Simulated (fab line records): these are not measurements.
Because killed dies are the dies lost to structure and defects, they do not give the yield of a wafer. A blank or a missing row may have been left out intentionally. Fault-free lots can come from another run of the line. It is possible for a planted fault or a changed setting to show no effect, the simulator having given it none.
Commonality check across tools -- flow nand harc -- 11 lots and 39 wafers in the sample

== WHY IT WAS OPENED ==
At NHARC_P_M2_CD_MEAS_09 the reading cd nm is flagged on 2 of 11 lots. Wafers without a fault read 170.1 nm, standard deviation 0.69.
Rule: a lot is flagged in two cases, either no wafer of it has a number, or all its wafers with numbers fall more than 4 standard deviations from that mean. The other lots count as sound.

lot,measured,on,"cd nm (nm), wafer by wafer",flag
L704,day 6 04:19,cd sem-03,171.0 171.4 170.2,
L706,day 6 19:51,cd sem-03,171.2 170.9 171.0,
L705,day 6 20:08,cd sem-02,171.2 171.1 171.6,
L707,day 6 21:56,cd sem-03,171.0 170.6 169.9,
L709,day 7 09:19,cd sem-03,169.9 170.7 170.0,
L713,day 8 20:22,cd sem-02,166.3 167.0 166.1 166.5 166.8 165.7,FLAGGED
L714,day 8 22:06,cd sem-01,170.6 169.6 170.0,
L716,day 9 17:05,cd sem-03,166.3 165.8 165.8 166.7 165.8 165.6,FLAGGED
L718,day 9 18:37,cd sem-02,169.7 169.6 169.4,
L723,day 11 06:20,cd sem-01,169.1 169.2 169.5,
L725,day 11 11:04,cd sem-03,169.3 168.8 170.2,
Average over the flagged lots: 166.2 nm; offset from the usual -3.9 nm, equal to -6 standard deviations.

== LOT BY LOT: THE TOOL USED ==
The record holds 3 process steps before the reading, out of a route of 1159 steps. Every cell lists first the tool, next ch and the chambers used by the sampled wafers, and last the start.
lot,flag,NHARC_P_M1_PVD_21,NHARC_P_M1_PRE_CLEAN_32,NHARC_P_M2_PEB_07
L704,,"pvd sputter-01, day 6 02:56 or earlier","pecvd-02 ch 1,2, day 6 03:00","litho track-04 ch 0, day 6 04:14"
L706,,"pvd sputter-03, day 6 18:13 or earlier","pecvd-04 ch 0,2, day 6 18:29","litho track-01 ch 0, day 6 19:46"
L705,,"pvd sputter-02, day 6 18:46 or earlier","pecvd-02 ch 0,2, day 6 18:50","litho track-01 ch 0, day 6 20:03"
L707,,"pvd sputter-03, day 6 20:34 or earlier","pecvd-03 ch 0,1,2, day 6 20:38","litho track-06 ch 0, day 6 21:52"
L709,,"pvd sputter-02, day 7 08:04 or earlier","pecvd-02 ch 0,1,2, day 7 08:10","litho track-04 ch 0, day 7 09:14"
L713,FLAGGED,"pvd sputter-02, day 8 19:05 or earlier","pecvd-02 ch 0,2, day 8 19:10","litho track-04 ch 0, day 8 20:17"
L714,,"pvd sputter-03, day 8 20:43 or earlier","pecvd-02 ch 1,2, day 8 20:47","litho track-06 ch 0, day 8 22:01"
L716,FLAGGED,"pvd sputter-01, day 9 15:41 or earlier","pecvd-02 ch 0,2, day 9 15:46","litho track-04 ch 0, day 9 17:01"
L718,,"pvd sputter-01, day 9 17:21 or earlier","pecvd-02 ch 1,2, day 9 17:26","litho track-06 ch 0, day 9 18:32"
L723,,"pvd sputter-01, day 11 04:58 or earlier","pecvd-03 ch 0,2, day 11 05:03","litho track-06 ch 0, day 11 06:15"
L725,,"pvd sputter-03, day 11 09:32 or earlier","pecvd-03 ch 0,1, day 11 09:36","litho track-06 ch 0, day 11 10:59"
What is done by these steps:
- NHARC_P_M1_PVD_21: deposits Cu, target thk 30 nm, time 20.49 s.
- NHARC_P_M1_PRE_CLEAN_32: time 12 s.
- NHARC_P_M2_PEB_07: peb time 65 s.
- NHARC_P_M2_CD_MEAS_09: target cd 170 nm.

== FLAGGED OVER TOTAL, TOOL BY TOOL (the gauges that took the reading come last) ==
step,tool,lots run,flagged,share of the flagged lots,sound lots run after its first flagged lot
NHARC_P_M1_PVD_21,pvd sputter-01,4,1,some,"2 (L718,L723)"
NHARC_P_M1_PVD_21,pvd sputter-02,3,1,some,0
NHARC_P_M1_PVD_21,pvd sputter-03,4,0,none,-
NHARC_P_M1_PRE_CLEAN_32,pecvd-02,7,2,all,"2 (L714,L718)"
NHARC_P_M1_PRE_CLEAN_32,pecvd-03,3,0,none,-
NHARC_P_M1_PRE_CLEAN_32,pecvd-04,1,0,none,-
NHARC_P_M2_PEB_07,litho track-01,2,0,none,-
NHARC_P_M2_PEB_07,litho track-04,4,2,all,0
NHARC_P_M2_PEB_07,litho track-06,5,0,none,-
NHARC_P_M2_CD_MEAS_09,cd sem-01,2,0,none,-
NHARC_P_M2_CD_MEAS_09,cd sem-02,3,1,some,1 (L718)
NHARC_P_M2_CD_MEAS_09,cd sem-03,6,1,some,1 (L725)
Because NHARC_P_M1_PVD_21 lacks a start for some lots, the hours and order of its lots are taken from NHARC_P_M1_INSPECT_27.

== WHAT IS ALLOWED BY THE TABLE ==
pecvd-02 at NHARC_P_M1_PRE_CLEAN_32 and litho track-04 at NHARC_P_M2_PEB_07 are the 2 rows of the table that ran each flagged lot.
- pecvd-02 at NHARC_P_M1_PRE_CLEAN_32 ran 7 lots, 2 of them flagged. After the first flagged lot (L714, L718), sound lots still ran on it; a lasting fault on the whole tool would not permit that.
- litho track-04 at NHARC_P_M2_PEB_07 ran 4 lots, 2 of them flagged. It ran its last sound lot, L709, at day 7 09:14 and its first flagged lot, L713, at day 8 20:17: a fault with its onset between the two fits. Its own readings lie more than 4 standard deviations out on every wafer of the flagged lots: heater power total W.
Left over: one tool, litho track-04 at NHARC_P_M2_PEB_07.

== WHAT HAD BEEN PUT IN BY THE SIMULATOR ==
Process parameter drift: litho track-04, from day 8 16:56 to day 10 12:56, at NHARC_P_M2_PEB_07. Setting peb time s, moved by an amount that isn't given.
Lots struck among those shown: L713, L716. The rule given above showed the same thing.
